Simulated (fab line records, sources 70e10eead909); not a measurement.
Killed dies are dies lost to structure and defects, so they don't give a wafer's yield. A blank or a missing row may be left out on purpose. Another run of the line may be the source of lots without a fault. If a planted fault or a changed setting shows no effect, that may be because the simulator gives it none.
Struck lot and sound lot, side by side ; flow nand-harc ; 14 out of 1302 route steps
Sound: wafers L560.1, L560.3, L560.4. Wafers struck: L558.3, L558.4, L558.6. Last of all comes the cause.
At each step with rows: each side's tool, then ch and its chambers, then its first start. Under that, the readings that differ: sound wafers ; struck wafers ; difference of the means ; sigmas: that difference in standard deviations of wafers without a fault.
alike: readings with means less than 2 such deviations apart, plus words and numbers identical on both sides. not compared: withheld readings, readings lacking a value on some wafer, bounds such as >300 that could conceal the same value, and numbers that have no deviation in the record and whose values overlap.
The two part at a step that has a row with sigmas, a row that says differs or no value, or rows on one side only. Numbers that have no deviation but don't overlap get no sigmas and don't part them. Lack of a reading on every wafer of one side parts them only where that side has two or more wafers.

NHARC_P_CONTACT_INSPECT_14:
  struck on defect-inspect-02, day 6 00:34; sound on defect-inspect-01, day 6 16:56
reading;sound;struck;difference;sigmas
raw-defect-count;7 5 13;1 2 2;-7;-3
NHARC_P_CONTACT_DESCUM_17: chemistry O2, time 3 s.
  sound on rie-diel-12 ch 0,1,2, day 6 16:59; struck on rie-diel-12 ch 0,3, day 6 00:37
  alike: drypump-motor-current-A, oes-product-au, rf-vpp-V, showerhead-plenum-p-Torr, throttle-valve-pct
  not compared: rf-hours-counter-h
then, 1 step without rows for these wafers: NHARC_P_CONTACT_ETCH_35 (etches the open film in CF4, target depth 39 nm, time 65 s).
NHARC_P_CONTACT_ETCH_36: etches the open film in N2/H2, target depth 260 nm, time 406.25 s.
  sound: rie-diel-12 ch 0,2; struck: rie-diel-12 ch 0,2,3
  alike: drypump-motor-current-A, oes-product-au, rf-vpp-V, showerhead-plenum-p-Torr, throttle-valve-pct
  not compared: rf-hours-counter-h
NHARC_P_CONTACT_ETCH_18: etches the open film in C4F8/O2/Ar, target depth 481 nm, time 240.5 s.
  sound: rie-diel-12 ch 1,2; struck: rie-diel-12 ch 0,3
  alike: oes-product-au, rf-vpp-V
  not compared: rf-hours-counter-h
then, 1 step without rows for these wafers: NHARC_P_CONTACT_STRIP_37 (strips in C4F8/O2/Ar).
NHARC_P_CONTACT_ETCH_31: etches the open film in CH3F/O2, target depth 30 nm, time 85.7 s.
  sound: rie-diel-12 ch 0,1; struck: rie-diel-12 ch 0,1,3
  alike: ch3f-flow-sccm, drypump-motor-current-A, oes-product-au, rf-vpp-V, showerhead-plenum-p-Torr, throttle-valve-pct
  not compared: rf-hours-counter-h
NHARC_P_CONTACT_CD_MEAS_19:
  struck on cd-sem-02, day 6 01:31; sound on cd-sem-02, day 6 18:01
  alike: cd-nm
then, 2 steps without rows for these wafers: NHARC_P_CONTACT_STRIP_28 (strips in O2); NHARC_P_CONTACT_STRIP_29 (strips in post etch residue remover, time 1200 s).
NHARC_P_CONTACT_DEGAS_38: time 60 s.
  struck on pvd-sputter-02, day 6 02:14; sound on pvd-sputter-03, day 6 18:43
  alike: heater-power-w
then, 1 step without rows for these wafers: NHARC_P_CONTACT_PRE_CLEAN_39 (time 19.5 s).
NHARC_P_CONTACT_PVD_32: deposits Ti, target thk 5 nm, time 17.7 s.
  struck on pvd-sputter-02, day 6 02:38; sound on pvd-sputter-03, day 6 18:51
  alike: throttle-valve-pct
then, 1 step without rows for these wafers: NHARC_P_CONTACT_ALD_22 (deposits TiN, target thk 3 nm, pulse time 1 s, ald cycles 150).

## WHERE THEY PART
Only at NHARC_P_CONTACT_INSPECT_14, within this record. Later steps at which nothing parts them and some readings are alike: NHARC_P_CONTACT_DESCUM_17, NHARC_P_CONTACT_ETCH_36, NHARC_P_CONTACT_ETCH_18, NHARC_P_CONTACT_ETCH_31, NHARC_P_CONTACT_CD_MEAS_19, NHARC_P_CONTACT_DEGAS_38, NHARC_P_CONTACT_PVD_32.

WHY: what had been put in by the simulator
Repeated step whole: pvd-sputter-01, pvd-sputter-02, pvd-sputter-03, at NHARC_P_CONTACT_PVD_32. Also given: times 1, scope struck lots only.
